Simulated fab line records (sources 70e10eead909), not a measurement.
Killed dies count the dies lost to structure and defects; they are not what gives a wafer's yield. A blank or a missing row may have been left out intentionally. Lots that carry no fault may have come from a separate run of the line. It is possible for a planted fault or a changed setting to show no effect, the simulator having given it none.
Problem report in the 8D (eight disciplines) form, filled by code -- flow nandHarc -- the parts of the form that need people (team, actions taken, sign-off) are left out

== 1. WHAT IS WRONG ==
killedAtPeriphery at NHARC_END_SORT_01 reads a mean of 68.0 on 1 wafer of 1 lot; wafers without a fault read 3.7 with a standard deviation of 2.2. Relative to the usual mean, that is a shift of +29 standard deviations.
Seen first at day 30 06:08 on prober-01, wafer L406.3. At this step, 18 wafers from 6 lots have a number in the record. Rule for "out" (also "out of limits"): further than 4 standard deviations from the usual mean. All remaining wafers that have a number are taken as sound.

== 2. WHAT IT IS AND WHAT IT IS NOT ==
question,is,is not
which readings at this step,"killedAtPeriphery, defectLimitedYield, sort_bin_2_pct, sort_bin_3_pct, sortYieldPct","killedAtArray, killedAtOther, killedOpen, killedShort, sort_bin_4_pct, sortRimYieldPct"
which lots,L406,"L398, L408, L410, L411, L414"
which wafers of those lots,L406.3,"L406.2, L406.4"
read on which gauges,prober-01,prober-02
when,from day 30 06:08,"up to then (4 sound wafers); but 13 sound wafers of L406, L408, L410, L411, L414 came after"

== 3. WHAT RULES OUT EACH SUSPECT ==
Counting: a tool at a process step up to the reading stays a suspect if it ran every lot that is out. Sound lots after the first of them don't rule it out here, since some wafers of a struck lot are sound.
- the gauge at NHARC_END_SORT_01: kept. All the wafers that are out were read on prober-01, and no step on other tools shows them out.
- pvdSputter-01 at NHARC_P_M1_PVD_20 (deposits TaN, target thk 5 nm, time 8.06 s): kept. It ran the lot that is out, L406 (day 12 13:50).
The count leaves prober-01 at NHARC_END_SORT_01 and pvdSputter-01 at NHARC_P_M1_PVD_20.

== 4. THE CAUSE (what the simulator had put in) ==
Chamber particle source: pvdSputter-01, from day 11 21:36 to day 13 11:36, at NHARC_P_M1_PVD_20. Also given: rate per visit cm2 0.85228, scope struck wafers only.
Counting leaves 2 suspects; this tool is one of them.

== 5. THE EFFECT CHAIN, in route order ==
Each row: a reading where the mean over the struck wafers with a number is more than 3 standard deviations away from the usual. Only readings for which the record gives a usual standard deviation are gone through. hours: the time from each lot's start at the first step in this table that gives one to its start at this step, as a median over the lots. sigmas: the change in usual standard deviations.
hours,step,reading,usual,on struck wafers,change,sigmas
0,NHARC_END_SORT_01,defectLimitedYield,92.7 %,82.1,-10.6,-4.1
0,NHARC_END_SORT_01,killedAtPeriphery,3.7,68.0,+64.3,+29
0,NHARC_END_SORT_01,killedDies,50,121,+71,+3.9
0,NHARC_END_SORT_01,sort_bin_2_pct,2.5 %,7.4,+4.9,+4.5
0,NHARC_END_SORT_01,sort_bin_3_pct,0.6 %,3.7,+3.1,+8.6
0,NHARC_END_SORT_01,sortNPass,627,556,-71,-3.9
0,NHARC_END_SORT_01,sortYieldPct,92.7 %,82.1,-10.6,-4.1

== 6. WHAT WOULD HAVE CAUGHT IT SOONER ==
In this record the first reading out of limits at a measuring or inspecting step was taken at day 30 06:08, 441 hours after the fault began at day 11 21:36.
No tool reading at NHARC_P_M1_PVD_20 that has a usual standard deviation in the record was out on any struck wafer, so an alarm limit of 4 standard deviations on those readings would not have fired.
The start of NHARC_P_M1_PVD_20 on pvdSputter-01 came by day 30 06:08 for every one of the lots that are out (1). None of them would have been spared by holding the tool at that moment.
